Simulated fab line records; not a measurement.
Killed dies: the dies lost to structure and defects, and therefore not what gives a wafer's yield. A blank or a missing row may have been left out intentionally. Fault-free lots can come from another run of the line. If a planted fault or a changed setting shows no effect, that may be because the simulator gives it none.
fab line records	flow n5_finfet
[record] lots = 10	wafers = 27	last_day = 17
route steps=1938 shown ZERO_LAYER@19 WELL_APT@28 PMOS_HMC_CHANNEL_EPI@70 BEOL_M4@1111 PASSIVATION@1936
lots that met no fault: from a run of the same line without faults
start_h: start of the lot's first displayed wafer, in hours after the record's first day	wait_h: time in hours since the lot's previous step	" the same as in the row above	L1.1+2: one row covering several wafers at once	- no value, or no start given	* or withheld: withheld	< > ~ a bound
route shown NAME@n: NAME is a module with steps in the file, n the number in the route of the first one	usual: average and standard deviation across the fault-free wafers	same: alike in all rows	chamber/n: place in a boat	sites: readings site by site	_std_site: the values' standard deviation	_edge_site: mean of outer sites minus mean of inner sites	radius_mm: for every site, how far away it sits from the centre of the wafer	mask NAME#n: copy n	behind: tool/chamber where the wafer was last shaped	hold: the reason the lot was held/the length of the hold in hours/how it ended	device: transistor that didn't switch, given as n, p or np	end of line: tests of these same wafers at the route's end	a step with no rows: only its recipe	killed: dies that structure and defects cost at the first sort, which is not the same as the wafer's yield	map: dies across one wafer; x = killed, . = not, _ = none there
set.NAME: setting as actually run; set.NAME@STEP: the setting as run at that earlier step	model.NAME: the simulator's own value behind a step, which no gauge read
steps of the route over a sample of lots; a table a step, a row a wafer
services: a tool's chamber out of use, with start hour (start_h, from the record's first day; less than 0 if before it), hours out, and reason
[[steps]]
[step N5_ZERO_LAYER_INSPECT_20]
[recipe] inspect_instrument = darkfield	mode = post_clean
[usual] raw_defect_count = 40/17
lot.wafer	tool	chamber	start_h	wait_h	raw_defect_count
L370.2	defect_inspect-02	-	14.01	0.0	18
L370.5	"	-	"	"	18
L371.2	defect_inspect-01	-	19.38	0.0	36
L371.5	"	-	"	"	24
L371.6	"	-	"	"	51
L375.2	defect_inspect-01	-	43.38	0.0	43
L375.4	"	-	"	"	40
L375.6	"	-	"	"	88
L376.2	defect_inspect-02	-	49.35	0.0	50
L376.4	"	-	"	"	45
L376.5	"	-	"	"	32
L383.1	defect_inspect-01	-	91.36	0.0	48
L383.4	"	-	"	"	36
L383.6	"	-	"	"	36
L384.1	defect_inspect-02	-	97.25	0.0	50
L384.4	"	-	"	"	74
L384.5	"	-	"	"	46
L385.4	defect_inspect-02	-	103.86	0.0	31
L385.6	"	-	"	"	41
L389.2	defect_inspect-01	-	127.37	0.0	27
L389.3	"	-	"	"	11
L391.1	defect_inspect-02	-	139.42	0.0	62
L391.3	"	-	"	"	67
L391.6	"	-	"	"	39
L393.1	defect_inspect-01	-	151.25	0.0	44
L393.2	"	-	"	"	43
L393.3	"	-	"	"	55
[step N5_WELL_APT_CD_MEAS_08]
[recipe] target_cd_nm = 200	landing_energy_ev = 500	detector = se_inlens
[usual] cd_nm = 199.6/2.4
lot.wafer	tool	chamber	start_h	wait_h	cd_nm
L370.2	cd_sem-01	0	14.44	-	198.9
L370.5	"	0	"	"	197.2
L371.2	cd_sem-02	0	19.69	-	200.3
L371.5	"	0	"	"	203.1
L371.6	"	0	"	"	198.1
L375.2	cd_sem-02	0	43.69	-	203.2
L375.4	"	0	"	"	198.8
L375.6	"	0	"	"	202.7
L376.2	cd_sem-03	0	49.65	-	197.6
L376.4	"	0	"	"	197.2
L376.5	"	0	"	"	196.6
L383.1	cd_sem-01	0	91.67	-	195.2
L383.4	"	0	"	"	195.1
L383.6	"	0	"	"	198.2
L384.1	cd_sem-01	0	97.56	-	196.9
L384.4	"	0	"	"	197.1
L384.5	"	0	"	"	195.5
L385.4	cd_sem-02	0	104.29	-	199.8
L385.6	"	0	"	"	199.6
L389.2	cd_sem-01	0	127.67	-	197.9
L389.3	"	0	"	"	197.7
L391.1	cd_sem-02	0	139.72	-	202.5
L391.3	"	0	"	"	200.7
L391.6	"	0	"	"	199.1
L393.1	cd_sem-01	0	151.68	-	200.4
L393.2	"	0	"	"	203.8
L393.3	"	0	"	"	200.5
[step N5_PMOS_HMC_CHANNEL_EPI_HM_OPEN_15]
[recipe] chemistry = CHF3/O2	target = SiO2	mask_material = CAR-ArF-block	target_depth_a = 406	CHF3_flow_sccm = 50	O2_flow_sccm = 5	Ar_flow_sccm = 200	time_s = 20.3	pressure_mtorr = 30	source_w = 650	bias_w = 170	ion_energy_ev = 200
[usual] drypump_motor_current_A = 5.9/0.36	oes_o_777_au = 0.80/0.07	oes_product_au = 0.80/0.076	rf_vpp_V = 518/12	showerhead_plenum_p_Torr = 2.40/0.097	throttle_valve_pct = 18.83/0.2
lot.wafer	tool	chamber	start_h	wait_h	drypump_motor_current_A	oes_o_777_au	oes_product_au	rf_hours_counter_h	rf_vpp_V	showerhead_plenum_p_Torr	throttle_valve_pct
L370.2	rie_diel-06	2	18.69	0.0	5.6	0.76	0.80	102	524	2.55	18.68
L370.5	"	1	"	"	5.7	0.76	0.75	-	523	2.31	19.12
L371.2	rie_diel-02	3	23.50	0.0	6.2	0.87	0.91	29	529	2.38	18.70
L371.5	"	0	"	"	5.3	0.83	0.80	-	496	2.40	18.70
L371.6	"	3	"	"	6.2	0.87	0.92	-	528	2.38	18.71
L375.2	rie_diel-05	3	47.32	0.0	5.9	0.75	0.80	111	553	2.54	19.25
L375.4	"	3	"	"	6.0	0.75	0.79	-	554	2.54	19.26
L375.6	"	0	"	"	5.5	0.97	0.96	-	521	2.37	18.48
L376.2	rie_diel-02	3	53.29	0.0	6.2	0.86	0.90	38	527	2.37	18.72
L376.4	"	0	"	"	5.2	0.82	0.78	113	497	2.40	18.72
L376.5	"	0	"	"	5.2	0.81	0.79	-	498	2.40	18.73
L383.1	rie_diel-06	1	95.48	0.0	5.8	0.73	0.74	189	523	2.30	19.16
L383.4	"	3	"	"	6.5	0.72	0.70	247	511	2.37	18.67
L383.6	"	0	"	"	6.3	0.93	0.92	-	512	2.44	18.78
L384.1	rie_diel-02	0	101.85	0.0	5.3	0.81	0.77	130	497	2.39	18.74
L384.4	"	2	"	"	5.7	0.85	0.88	40	531	2.55	18.93
L384.5	"	2	"	"	5.7	0.84	0.88	-	529	2.55	18.93
L385.4	rie_diel-02	1	108.08	0.0	6.0	0.76	0.72	176	509	2.28	18.77
L385.6	"	1	"	"	6.0	0.76	0.72	-	510	2.28	18.77
L389.2	rie_diel-06	2	132.03	0.0	5.6	0.73	0.77	136	521	2.53	18.76
L389.3	"	0	"	"	6.3	0.91	0.88	33	511	2.44	18.77
L391.1	rie_diel-02	1	143.99	0.0	6.0	0.75	0.72	187	509	2.28	18.79
L391.3	"	3	"	"	6.2	0.82	0.86	64	527	2.36	18.76
L391.6	"	1	"	"	6.0	0.76	0.72	-	510	2.28	18.78
L393.1	rie_diel-02	0	155.19	0.0	5.3	0.78	0.76	145	498	2.38	18.76
L393.2	"	3	"	"	6.2	0.82	0.86	68	527	2.36	18.77
L393.3	"	2	"	"	5.7	0.82	0.85	56	530	2.55	18.95
[step N5_PMOS_HMC_CHANNEL_EPI_EPI_26]
[recipe] material = Si	target_thk_a = 38	temp_c = 650	precursor = SiH4/H2	pressure_torr = 20	time_s = 22.7
[usual] chamber_pressure_Torr = 20.00/0.045	lamp_inner_pct = 12.5/0.88	throttle_valve_pct = 11.1/0.44
lot.wafer	tool	chamber	start_h	wait_h	chamber_pressure_Torr	lamp_inner_pct	throttle_valve_pct
L370.2	epi_rpcvd-01	0	21.50	0.1	19.97	14.1	10.8
L370.5	"	0	"	"	19.98	14.2	10.6
L371.2	epi_rpcvd-03	0	25.84	0.1	20.05	11.9	11.6
L371.5	"	0	"	"	20.09	11.7	11.5
L371.6	"	0	"	"	20.05	11.6	11.5
L375.2	epi_rpcvd-02	-	49.66	0.1	-	-	-
L375.4	"	-	"	"	-	-	-
L375.6	"	-	"	"	-	-	-
L376.2	epi_rpcvd-03	-	55.69	0.1	-	-	-
L376.4	"	-	"	"	-	-	-
L376.5	"	-	"	"	-	-	-
L383.1	epi_rpcvd-03	0	97.76	0.0	19.94	11.6	11.5
L383.4	"	0	"	"	20.01	11.9	11.5
L383.6	"	0	"	"	19.99	11.7	11.5
L384.1	epi_rpcvd-02	0	104.54	0.0	20.03	12.6	10.9
L384.4	"	0	"	"	20.05	12.5	10.8
L384.5	"	0	"	"	20.03	12.5	10.8
L385.4	epi_rpcvd-02	0	110.52	0.2	19.99	12.5	10.8
L385.6	"	0	"	"	20.03	12.5	10.7
L389.2	epi_rpcvd-02	0	134.54	0.1	19.98	12.6	10.8
L389.3	"	0	"	"	20.05	12.5	11.0
L391.1	epi_rpcvd-03	0	146.31	0.0	19.97	11.8	11.5
L391.3	"	0	"	"	19.91	11.8	11.5
L391.6	"	0	"	"	19.95	11.8	11.7
L393.1	epi_rpcvd-02	0	157.50	0.0	20.04	12.4	10.9
L393.2	"	0	"	"	20.03	12.4	10.9
L393.3	"	0	"	"	19.97	12.4	10.7
[step N5_BEOL_M4_RC_MEAS_101]
[usual] CJ_N = 4.34/0.1	DIBL_N = 36.2/2	DIBL_P = 36.1/2.4	IOFF_N = 0.16/0.035	IOFF_P = 0.22/0.041	ION_N = 675/14	ION_P = 465/8.6	RS_PWELL = 3005/23	SS_N = 71.5/0.64	SS_P = 73.2/0.76	VT_N = 250/3.9	VT_P = -249/3.4
lot.wafer	tool	chamber	start_h	wait_h	CJ_N	DIBL_N[mV/V]	DIBL_P[mV/V]	IOFF_N[nA/um]	IOFF_P[nA/um]	ION_N[uA/um]	ION_P[uA/um]	RS_PWELL[ohm/sq]	SS_N[mV/dec]	SS_P[mV/dec]	VT_N[mV]	VT_P[mV]
L370.2	prober-02	0	175.05	0.2	4.43	38.0	37.1	0.19	0.23	692	470	3024	72.1	73.5	247	-248
L370.5	"	0	"	"	4.42	38.1	37.0	0.19	0.22	686	465	3002	71.9	73.8	249	-252
L371.2	prober-01	0	191.76	0.2	4.14	34.7	37.9	0.14	0.24	670	471	3019	70.7	73.3	253	-247
L371.5	"	0	"	"	4.47	35.5	37.3	0.15	0.23	667	460	3035	71.5	73.1	252	-249
L371.6	"	0	"	"	4.23	35.6	38.7	0.15	0.26	663	470	2997	71.1	74.4	251	-245
L376.2	prober-01	0	206.14	0.2	4.75	34.6	34.2	0.13	0.19	658	450	3083	71.6	73.2	249	-254
L376.4	"	0	"	"	4.73	35.5	35.9	0.15	0.21	673	463	3075	71.4	74.1	249	-249
L376.5	"	0	"	"	4.71	35.5	35.6	0.15	0.21	668	469	3096	71.5	73.3	250	-252
L375.2	prober-02	0	209.19	0.2	4.77	37.9	37.8	0.18	0.22	673	459	3069	72.0	75.0	248	-252
L375.4	"	0	"	"	4.75	37.8	37.7	0.16	0.22	662	450	3058	72.7	74.2	252	-250
L375.6	"	0	"	"	4.73	37.2	36.9	0.16	0.21	667	456	3071	71.9	74.3	249	-254
L383.1	prober-01	0	255.86	0.0	4.16	37.1	38.2	0.16	0.24	678	467	3011	71.9	73.2	249	-248
L383.4	"	0	"	"	4.20	35.0	35.3	0.13	0.19	661	461	3018	71.2	72.9	254	-249
L383.6	"	0	"	"	4.16	36.6	38.1	0.16	0.23	679	472	3022	71.1	73.7	251	-248
L384.1	prober-01	0	262.25	0.0	4.25	38.9	38.2	0.21	0.26	693	479	2994	72.0	73.1	242	-246
L384.4	"	0	"	"	4.26	39.1	38.8	0.21	0.28	697	473	2989	71.6	74.4	247	-244
L384.5	"	0	"	"	4.27	36.9	34.9	0.16	0.22	672	459	3003	71.2	74.1	247	-249
L385.4	prober-02	0	264.66	0.5	4.33	37.6	37.2	0.17	0.23	680	462	2979	72.6	73.5	250	-247
L385.6	"	0	"	"	4.32	33.6	33.2	0.12	0.18	682	476	2995	70.6	71.9	253	-250
L389.2	prober-02	0	293.23	0.2	4.32	34.1	34.6	0.12	0.19	664	465	3021	71.1	73.1	257	-251
L389.3	"	0	"	"	4.33	36.5	36.2	0.16	0.19	652	443	3015	72.1	74.3	251	-254
L391.1	prober-02	0	295.93	0.0	4.38	35.1	34.5	0.12	0.15	673	450	2987	70.5	73.3	255	-255
L391.3	"	0	"	"	4.40	39.0	38.9	0.17	0.20	664	453	3011	72.7	74.4	254	-252
L391.6	"	0	"	"	4.30	39.5	40.1	0.18	0.21	679	456	3014	72.6	73.8	256	-253
L393.1	prober-01	0	314.81	0.0	4.33	36.4	36.3	0.15	0.18	654	446	2979	71.6	73.3	257	-255
L393.2	"	0	"	"	4.32	36.0	36.5	0.14	0.18	671	454	3017	71.5	73.3	254	-254
L393.3	"	0	"	"	4.34	33.9	33.8	0.12	0.16	669	458	2998	70.8	71.7	254	-256
[step N5_PASSIVATION_PROBE_49]
[usual] defect_limited_yield = 91.1/1.4	killed_at_M0_to_M3 = 36/9.9	killed_at_M4_up = 13/5.8	killed_at_contacts = 14/5.9	killed_at_front_end = 39/11	killed_at_other = 3.4/2.9	killed_dies = 105/17	killed_open = 70/13	killed_short = 34/7.3	sort_bin_5_function = 5.3/1	sort_bin_6_memory = 3.3/0.62	sort_n_pass = 1075/17	sort_yield_pct = 91.1/1.4
[same] gross_dies = 1180	killed_at_back_side = 0	sort_bin_4_leakage[%] = 0	sort_bin_8_speed[%] = 0
lot.wafer	tool	chamber	start_h	wait_h	defect_limited_yield[%]	killed_at_M0_to_M3	killed_at_M4_up	killed_at_contacts	killed_at_front_end	killed_at_other	killed_dies	killed_open	killed_short	sort_bin_5_function[%]	sort_bin_6_memory[%]	sort_n_pass	sort_yield_pct[%]
L376.5	prober-02	-	314.77	0.2	90.0	39	11	9	57	2	118	82	36	5.7	4.1	1062	90.0
L375.4	prober-02	-	320.37	0.2	90.8	31	11	13	49	5	109	78	31	5.7	3.5	1071	90.8
L383.1	prober-02	-	353.23	0.1	90.0	34	11	29	41	3	118	64	53	7.0	2.4	1062	90.0
L383.4	prober-02	-	353.38	0.2	91.3	19	7	34	42	1	103	61	42	5.8	2.5	1077	91.3
L383.6	prober-02	-	353.48	0.3	91.1	41	11	15	38	0	105	67	37	5.3	3.6	1075	91.1
// killed by level:class
L376.5 FIN_SAQP:geometric_particle:open=23 BEOL_M1:geometric_particle:open=11 FIN_SAQP:geometric_particle:short=9 MOL_CONTACT_COAG:geometric_particle:open=8 BEOL_M0_SAQP:geometric_particle:open=8 GATE_CUT:geometric_particle:open=7 BEOL_M0_SAQP:geometric_particle:short=7 BEOL_M3:geometric_particle:open=5
L375.4 FIN_SAQP:geometric_particle:open=13 DUMMY_GATE:geometric_particle:open=13 MOL_CONTACT_COAG:geometric_particle:open=10 BEOL_M0_SAQP:geometric_particle:short=10 FIN_SAQP:geometric_particle:short=7 BEOL_M0_SAQP:geometric_particle:open=7 BEOL_M3:geometric_particle:open=7 BEOL_M4:geometric_particle:open=6
L383.1 MOL_CONTACT_COAG:geometric_particle:open=20 FIN_SAQP:geometric_particle:short=18 MOL_CONTACT_COAG:geometric_particle:short=9 BEOL_M0_SAQP:geometric_particle:short=7 STI_FIN_REVEAL:geometric_particle:open=7 BEOL_M2:geometric_particle:open=7 BEOL_M1:geometric_particle:open=6 BEOL_M0_SAQP:geometric_particle:open=4
L383.4 MOL_CONTACT_COAG:geometric_particle:open=25 FIN_SAQP:geometric_particle:short=16 FIN_SAQP:geometric_particle:open=12 MOL_CONTACT_COAG:geometric_particle:short=9 BEOL_M0_SAQP:geometric_particle:open=5 BEOL_M0_SAQP:geometric_particle:short=4 GATE_CUT:geometric_particle:short=3 BEOL_M1:geometric_particle:open=3
L383.6 MOL_CONTACT_COAG:geometric_particle:open=13 BEOL_M2:geometric_particle:open=12 BEOL_M3:geometric_particle:open=10 BEOL_M0_SAQP:geometric_particle:short=8 FIN_SAQP:geometric_particle:open=7 FIN_SAQP:geometric_particle:short=7 DUMMY_GATE:geometric_particle:open=5 GATE_CUT:geometric_particle:short=4
[[services]]
tool	chamber	start_h	hours	kind
rie_diel-05	-	0.21	2.8	pm
rie_diel-06	0	11.63	-	clean
rie_diel-06	0	11.63	-	consumable_replace:focus_ring
rie_diel-06	0	11.63	23.9	scheduled_down
rie_diel-06	0	11.63	23.9	vent_cycle
epi_rpcvd-03	-	21.64	2.8	pm
rie_diel-06	2	24.18	3.1	repair
rie_diel-05	0	37.71	7.3	repair
rie_diel-05	1	39.67	8.3	repair
rie_diel-06	2	78.18	2.0	repair
rie_diel-02	3	92.77	4.0	repair
rie_diel-06	3	114.49	7.7	repair
rie_diel-06	3	122.23	-	clean
rie_diel-06	3	122.23	-	consumable_replace:focus_ring
rie_diel-06	3	122.23	20.7	scheduled_down
rie_diel-06	3	122.23	20.7	vent_cycle
rie_diel-05	1	130.42	3.7	repair
[[key]]
[first_sign] step = N5_PMOS_HMC_CHANNEL_EPI_EPI_26	reading = tool_record	direction = missing
[effect] step = N5_BEOL_M4_RC_MEAS_101	reading = CJ_N	direction = up	sigmas = 3.9	usual = 4.34	struck = 4.74
[effect] step = N5_BEOL_M4_RC_MEAS_101	reading = RS_PWELL	direction = up	sigmas = 3.1	usual = 3005	struck = 3075
met_at N5_PMOS_HMC_CHANNEL_EPI_EPI_26
struck_lots L375,L376
not_acting_at N5_ZERO_LAYER_INSPECT_20,N5_WELL_APT_CD_MEAS_08,N5_PMOS_HMC_CHANNEL_EPI_HM_OPEN_15
onset_between 25.84 49.66
[fault] kind = skipped_step_whole	tool = epi_rpcvd-02,epi_rpcvd-03	chamber = -	onset_h = 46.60	steps = N5_PMOS_HMC_CHANNEL_EPI_EPI_26	scope = struck_lots_only
